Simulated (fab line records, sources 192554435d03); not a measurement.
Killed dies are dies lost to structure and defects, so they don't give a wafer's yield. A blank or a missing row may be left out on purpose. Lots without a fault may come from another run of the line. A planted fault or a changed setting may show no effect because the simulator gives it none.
Split-lot experiment | flow n5_finfet | 7 lots, 39 wafers read, on a route of 1938 steps

THE SPLIT
At N5_WELL_APT_EPI_41 (deposits Si from SiH4/H2, target thk 50 nm, time 297.7 s), the setting time_s was moved away from the recipe's 297.7 s on 12 of the 39 wafers read, by -7.7% to +5.3%. The other wafers ran this setting at the recipe's value.

The reading is taken at the split's own step.

THE READING
Si_of_WELL_APT_EPI_41.thk_nm (the simulator's own value, which no gauge read), in nm, at N5_WELL_APT_EPI_41 (deposits Si from SiH4/H2, target thk 50 nm, time 297.7 s). The file gives no usual value for it. The 27 wafers here that ran the recipe average 49.73 nm, standard deviation 0.62 nm.

wafer  | tool, chamber at the split | time_s as run, s | against the recipe | Si_of_WELL_APT_EPI_41.thk_nm, nm | against lot-mates on the recipe
L074.1 | epi_rpcvd-01, 0            | 313.4            | +5.3%              | 52.8                             | +2.47
L074.5 | epi_rpcvd-01, 0            | 313.4            | +5.3%              | 52.8                             | +2.47
L074.2 | epi_rpcvd-01, 0            | 297.7            | recipe             | 50.17                            | -
L074.3 | epi_rpcvd-01, 0            | 297.7            | recipe             | 50.54                            | -
L074.4 | epi_rpcvd-01, 0            | 297.7            | recipe             | 50.27                            | -
L074.6 | epi_rpcvd-01, 0            | 313.4            | +5.3%              | 53.38                            | +3.05
L077.1 | epi_rpcvd-04, 0            | 274.7            | -7.7%              | 46.64                            | -4.18
L077.2 | epi_rpcvd-04, 0            | 297.7            | recipe             | 50.65                            | -
L077.3 | epi_rpcvd-04, 0            | 274.7            | -7.7%              | 47.43                            | -3.39
L077.4 | epi_rpcvd-04, 0            | 297.7            | recipe             | 50.34                            | -
L077.5 | epi_rpcvd-04, 0            | 297.7            | recipe             | 51.47                            | -
L077.6 | epi_rpcvd-04, 0            | 274.7            | -7.7%              | 46.47                            | -4.35
L078.1 | epi_rpcvd-04, 0            | 297.7            | recipe             | 50.36                            | -
L078.2 | epi_rpcvd-04, 0            | 297.7            | recipe             | 49.25                            | -
L078.3 | epi_rpcvd-04, 0            | 297.7            | recipe             | 49.27                            | -
L078.4 | epi_rpcvd-04, 0            | 297.7            | recipe             | 50.21                            | -
L078.5 | epi_rpcvd-04, 0            | 297.7            | recipe             | 49.85                            | -
L078.6 | epi_rpcvd-04, 0            | 297.7            | recipe             | 49.96                            | -
L080.1 | epi_rpcvd-04, 0            | 297.7            | recipe             | 49.02                            | -
L080.2 | epi_rpcvd-04, 0            | 297.7            | recipe             | 49.43                            | -
L080.3 | epi_rpcvd-04, 0            | 297.7            | recipe             | 49.45                            | -
L080.4 | epi_rpcvd-04, 0            | 297.7            | recipe             | 49.12                            | -
L080.5 | epi_rpcvd-04, 0            | 297.7            | recipe             | 48.95                            | -
L080.6 | epi_rpcvd-04, 0            | 297.7            | recipe             | 49.06                            | -
L085.1 | epi_rpcvd-02, 0            | 297.7            | recipe             | 49.13                            | -
L085.2 | epi_rpcvd-02, 0            | 297.7            | recipe             | 49.38                            | -
L085.3 | epi_rpcvd-02, 0            | 297.7            | recipe             | 49.16                            | -
L085.4 | epi_rpcvd-02, 0            | 284.1            | -4.6%              | 46.86                            | -2.36
L085.5 | epi_rpcvd-02, 0            | 284.1            | -4.6%              | 46.8                             | -2.42
L085.6 | epi_rpcvd-02, 0            | 284.1            | -4.6%              | 46.68                            | -2.54
L092.4 | epi_rpcvd-02, 0            | 297.7            | recipe             | 50                               | -
L092.5 | epi_rpcvd-02, 0            | 297.7            | recipe             | 50.03                            | -
L092.6 | epi_rpcvd-02, 0            | 297.7            | recipe             | 49.93                            | -
L095.1 | epi_rpcvd-04, 0            | 297.7            | recipe             | 48.94                            | -
L095.2 | epi_rpcvd-04, 0            | 282.4            | -5.1%              | 46.72                            | -2.50
L095.3 | epi_rpcvd-04, 0            | 297.7            | recipe             | 49.43                            | -
L095.4 | epi_rpcvd-04, 0            | 282.4            | -5.1%              | 46.77                            | -2.45
L095.5 | epi_rpcvd-04, 0            | 297.7            | recipe             | 49.3                             | -
L095.6 | epi_rpcvd-04, 0            | 282.4            | -5.1%              | 47.26                            | -1.96

THE FIT
A straight line over all 39 wafers: Si_of_WELL_APT_EPI_41.thk_nm changes by +0.505 nm for each +1% of time_s; r = +0.92; the points scatter about the line by 0.68 nm.
The same after taking each lot's own level away (the mean of its wafers on the recipe; 39 wafers): +0.503 nm for each +1%; r = +0.98; scatter 0.31 nm.
On that fit, the largest move of time_s shifts the reading by 3.9 nm.
The lots' own levels span 49.172 to 50.820 nm, that is 2.6 times the standard deviation above.
So the lot-to-lot level changes the slope little: the two slopes agree.
Check: with one of the wafers moved furthest among these (-7.7%) left out of the fit, the line predicts -3.83 nm for it against its lot-mates. It came out at -4.18 nm against them.

OTHER SPLITS ON THESE WAFERS
These wafers also went through other splits before the reading. Each is held against what the fit with the lots' levels taken away leaves over:
other split on the same wafers    | wafers away from the commonest value | r with Si_of_WELL_APT_EPI_41.thk_nm (lot level and that fit taken away)
N5_WELL_APT_IMPLANT_32 energy_kev | 18                                   | -0.13

THE FILE'S OWN FIT
Si_of_WELL_APT_EPI_41.thk_nm changes by +0.503 nm for each +1% of time_s, r = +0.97.
